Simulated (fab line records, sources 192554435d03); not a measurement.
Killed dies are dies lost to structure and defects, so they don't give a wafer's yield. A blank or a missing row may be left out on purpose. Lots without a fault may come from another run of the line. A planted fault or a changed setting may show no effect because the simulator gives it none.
Which tool did it? | flow n5_finfet | 9 lots, 27 wafers sampled, at 6 steps of a route of 1938

WHAT THE GAUGES READ, wafer by wafer
N5_HKMG_FIN_THK_MEAS_70: measures by xrf.
lot  | measured    | on            | HK_THK (nm)
L315 | day 4 06:34 | film_metro-02 | 1.636 1.621 1.606
L316 | day 4 11:28 | film_metro-01 | 1.586 1.610 1.606
L317 | day 4 15:59 | film_metro-01 | 1.637 1.618 1.604
L320 | day 5 10:55 | film_metro-02 | 1.613 1.590 1.560
L325 | day 6 21:06 | film_metro-01 | 1.607 1.626 1.626
L326 | day 7 04:11 | film_metro-02 | 1.633 1.593 1.600
L331 | day 8 02:59 | film_metro-01 | 1.636 1.632 1.637
L332 | day 8 09:44 | film_metro-02 | 1.642 1.645 1.566
L334 | day 9 01:16 | film_metro-01 | 1.612 1.624 1.611

N5_HKMG_FIN_CD_MEAS_12: target cd 92.8 nm.
lot  | measured    | on        | cd_nm (nm)
L315 | day 4 07:19 | cd_sem-03 | 93.5 93.1 93.3
L316 | day 4 12:20 | cd_sem-01 | 93.0 92.3 92.8
L317 | day 4 16:52 | cd_sem-01 | 92.9 93.0 93.0
L320 | day 5 11:47 | cd_sem-02 | 93.0 92.7 91.8
L325 | day 6 21:59 | cd_sem-02 | 92.9 92.3 92.7
L326 | day 7 05:04 | cd_sem-02 | 92.4 92.9 93.0
L331 | day 8 03:52 | cd_sem-03 | 92.6 88.5 92.6
L332 | day 8 10:29 | cd_sem-02 | 92.7 92.1 93.0
L334 | day 9 02:09 | cd_sem-03 | 92.7 93.1 92.7

N5_BEOL_M4_RC_MEAS_101.
lot  | measured     | on        | DIBL_N (mV/V)  | DIBL_P (mV/V)  | IOFF_N (nA/um)    | IOFF_P (nA/um)    | ION_N (uA/um) | ION_P (uA/um) | SS_N (mV/dec)  | SS_P (mV/dec)  | VT_N (mV)         | VT_P (mV)
L315 | day 8 02:14  | prober-02 | 34.6 38.2 37.1 | 35.1 38.6 37.4 | 0.131 0.191 0.174 | 0.195 0.252 0.229 | 667 680 672   | 460 464 459   | 71.7 72.2 71.7 | 73.3 74.6 74.0 | 250.4 245.9 247.3 | -252.1 -250.6 -249.8
L316 | day 8 04:57  | prober-02 | 34.9 34.1 35.3 | 33.6 33.5 35.0 | 0.130 0.120 0.145 | 0.184 0.181 0.213 | 652 660 664   | 452 455 463   | 71.9 71.0 71.7 | 72.2 72.6 72.7 | 256.1 254.3 251.9 | -249.7 -250.7 -250.3
L317 | day 8 14:56  | prober-02 | 35.3 35.4 36.0 | 34.0 34.6 36.0 | 0.146 0.144 0.163 | 0.207 0.206 0.232 | 672 670 688   | 469 462 475   | 71.8 71.1 72.0 | 72.6 73.0 73.2 | 252.7 250.4 248.6 | -248.6 -247.5 -247.8
L320 | day 8 23:53  | prober-01 | 32.8 35.5 35.6 | 34.9 37.1 37.1 | 0.126 0.165 0.161 | 0.168 0.200 0.208 | 663 671 668   | 453 456 459   | 71.3 71.5 72.1 | 73.3 73.6 73.6 | 254.2 250.1 251.3 | -257.0 -254.1 -250.2
L325 | day 11 03:59 | prober-01 | 34.5 37.0 35.2 | 35.1 37.8 35.1 | 0.126 0.169 0.134 | 0.184 0.221 0.179 | 654 685 661   | 457 474 460   | 71.1 71.7 70.8 | 72.0 73.6 72.5 | 255.7 249.0 250.9 | -250.0 -250.5 -252.3
L326 | day 11 08:32 | prober-01 | 33.6 34.7 33.2 | 36.2 37.1 35.7 | 0.151 0.157 0.140 | 0.208 0.220 0.197 | 674 673 665   | 467 465 463   | 71.8 71.6 71.6 | 72.9 74.4 73.1 | 248.0 249.8 250.3 | -249.2 -249.0 -251.5
L331 | day 12 05:29 | prober-01 | 38.6 39.0 37.4 | 36.4 37.3 35.3 | 0.165 0.177 0.144 | 0.210 0.217 0.196 | 677 675 675   | 464 457 458   | 71.7 71.8 71.4 | 73.7 74.6 73.4 | 249.1 250.3 247.9 | -251.6 -251.7 -251.1
L332 | day 12 11:29 | prober-02 | 36.4 35.6 35.2 | 35.5 35.2 34.7 | 0.143 0.139 0.133 | 0.189 0.183 0.179 | 663 666 671   | 457 455 466   | 72.0 71.2 70.8 | 73.6 72.5 72.3 | 251.3 253.8 253.2 | -252.0 -253.8 -254.1
L334 | day 12 22:56 | prober-01 | 36.6 36.3 35.4 | 37.5 37.9 36.6 | 0.168 0.170 0.149 | 0.213 0.217 0.199 | 682 676 668   | 461 460 461   | 72.3 72.0 72.8 | 73.8 74.1 73.7 | 248.7 248.1 250.8 | -250.7 -251.7 -250.6

WHICH TOOL RAN EACH LOT (tool, then ch and the chambers of the sampled wafers, then the start)
lot  | N5_HKMG_FIN_ETCH_54               | N5_HKMG_FIN_PEB_10               | N5_HKMG_FIN_STRIP_89
L315 | rie_diel-02 ch 0,1,3, day 4 04:12 | litho_track-01 ch 0, day 4 07:15 | rie_diel-06 ch 0,1,3, day 4 08:47
L316 | rie_diel-06 ch 0,1, day 4 08:53   | litho_track-04 ch 0, day 4 12:17 | rie_diel-02 ch 0,1,3, day 4 13:52
L317 | rie_diel-06 ch 1,2,3, day 4 13:33 | litho_track-02 ch 0, day 4 16:48 | rie_diel-06 ch 0,1,2, day 4 18:23
L320 | rie_diel-05 ch 1,2, day 5 08:32   | litho_track-01 ch 0, day 5 11:44 | rie_diel-05 ch 1,2,3, day 5 13:24
L325 | rie_diel-05 ch 0,1,3, day 6 18:38 | litho_track-02 ch 0, day 6 21:55 | rie_diel-05 ch 2,3, day 6 23:32
L326 | rie_diel-06 ch 0,1,3, day 7 01:44 | litho_track-04 ch 0, day 7 04:59 | rie_diel-05 ch 1,3, day 7 06:35
L331 | rie_diel-02 ch 0,1,3, day 8 00:06 | litho_track-02 ch 0, day 8 03:47 | rie_diel-05 ch 0,2, day 8 05:19
L332 | rie_diel-02 ch 0,2,3, day 8 07:16 | litho_track-01 ch 0, day 8 10:26 | rie_diel-02 ch 0,2,3, day 8 11:58
L334 | rie_diel-02 ch 0,2, day 8 22:53   | litho_track-01 ch 0, day 9 02:05 | rie_diel-06 ch 0,1,2, day 9 03:38
- N5_HKMG_FIN_ETCH_54: etches SiARC in CF4, target depth 45.5 nm, time 75.8 s.
- N5_HKMG_FIN_PEB_10: peb time 60 s.
- N5_HKMG_FIN_STRIP_89: strips SOC in N2/H2, time 20 s.

WHAT THE TOOLS THEMSELVES READ (means of the sampled wafers that have a number; where no wafer has one, the mark that the record gives instead)
N5_HKMG_FIN_ETCH_54.
lot  | tool        | chamber_pressure_mTorr (mTorr) | drypump_motor_current_A (A) | etch_rf_on_time_s (s) | oes_product_au (a.u.) | rf_vpp_V (V) | showerhead_plenum_p_Torr (Torr) | throttle_valve_pct (%)
L315 | rie_diel-02 | 40.00                          | 6.3                         | 76.1                  | 0.66                  | 184.3        | 2.17                            | 15.43
L316 | rie_diel-06 | 40.02                          | 5.8                         | 75.5                  | 0.60                  | 183.6        | 2.09                            | 15.99
L317 | rie_diel-06 | 39.97                          | 5.6                         | 75.5                  | 0.69                  | 183.5        | 2.12                            | 15.78
L320 | rie_diel-05 | 40.03                          | 5.4                         | 77.2                  | 0.63                  | 182.1        | 2.08                            | 15.84
L325 | rie_diel-05 | 40.00                          | 5.3                         | 75.9                  | 0.72                  | 184.3        | 2.17                            | 15.54
L326 | rie_diel-06 | 40.02                          | 5.8                         | 74.7                  | 0.65                  | 184.6        | 2.14                            | 15.83
L331 | rie_diel-02 | 40.01                          | 6.2                         | 75.1                  | 0.65                  | 184.7        | 2.16                            | 15.49
L332 | rie_diel-02 | 39.97                          | 6.0                         | 76.2                  | 0.61                  | 184.0        | 2.15                            | 15.56
L334 | rie_diel-02 | 40.00                          | 6.2                         | 75.2                  | 0.63                  | 184.0        | 2.16                            | 15.47

N5_HKMG_FIN_STRIP_89.
lot  | tool        | chamber_pressure_mTorr (mTorr) | drypump_motor_current_A (A) | oes_product_au (a.u.) | rf_vpp_V (V) | showerhead_plenum_p_Torr (Torr) | throttle_valve_pct (%)
L315 | rie_diel-06 | 50.01                          | 5.8                         | 0.79                  | 53.8         | 3.37                            | 19.5
L316 | rie_diel-02 | 49.99                          | 6.2                         | 0.77                  | 53.9         | 3.41                            | 18.8
L317 | rie_diel-06 | 50.00                          | 5.6                         | 0.71                  | 54.3         | 3.25                            | 19.7
L320 | rie_diel-05 | 49.99                          | 5.2                         | 0.75                  | 54.0         | 3.37                            | 19.1
L325 | rie_diel-05 | 50.02                          | 5.3                         | 0.86                  | 54.5         | 3.55                            | 18.8
L326 | rie_diel-05 | 50.03                          | 5.1                         | 0.79                  | 54.1         | 3.44                            | 19.2
L331 | rie_diel-05 | 49.98                          | 5.8                         | 0.92                  | 54.2         | 3.38                            | 18.8
L332 | rie_diel-02 | 49.98                          | 6.1                         | 0.71                  | 53.7         | 3.38                            | 19.0
L334 | rie_diel-06 | 49.98                          | 5.6                         | 0.79                  | 53.9         | 3.37                            | 19.6

THE ANSWER, worked out from the rows above alone
Rule: what is usual is taken from the lots themselves. Put in order of their means at a reading, lots are off if they are a third of the lots or fewer, leave a main group of 4 or more, and stand apart from it by a gap of 3 or more times the standard deviation of the main group's means; of several such gaps the widest counts. A main group whose means are all the same, to the digits that the tables above print for the reading, isn't used. A lot without any number at a reading at which 4 lots or more have one is off too. The other lots that the step has rows for count as sound. The gauges are gone through in route order, then the tools' own readings, and for those a lot's mean is taken as printed above. The first step at which some lot is off is used, and at that step the reading that is off furthest; a lot without a number counts as furthest.
Off: L331, at N5_HKMG_FIN_CD_MEAS_12 (cd_nm). The main group: mean 92.8 nm, standard deviation 0.24.
A tool fits if, at a process step before that reading, it ran every lot that is off, and no sound lot after the first of them. The gauges at N5_HKMG_FIN_CD_MEAS_12 are tried like those tools. One fits: litho_track-02 at N5_HKMG_FIN_PEB_10. Its last sound lot is L325 (day 6 21:55), its first lot that is off L331 (day 8 03:47): a fault that began between those two fits.

WHAT THE SIMULATOR HAD PUT IN
Process parameter drift: litho_track-02, from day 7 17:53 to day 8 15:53, at N5_HKMG_FIN_PEB_10. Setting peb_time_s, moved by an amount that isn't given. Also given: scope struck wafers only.
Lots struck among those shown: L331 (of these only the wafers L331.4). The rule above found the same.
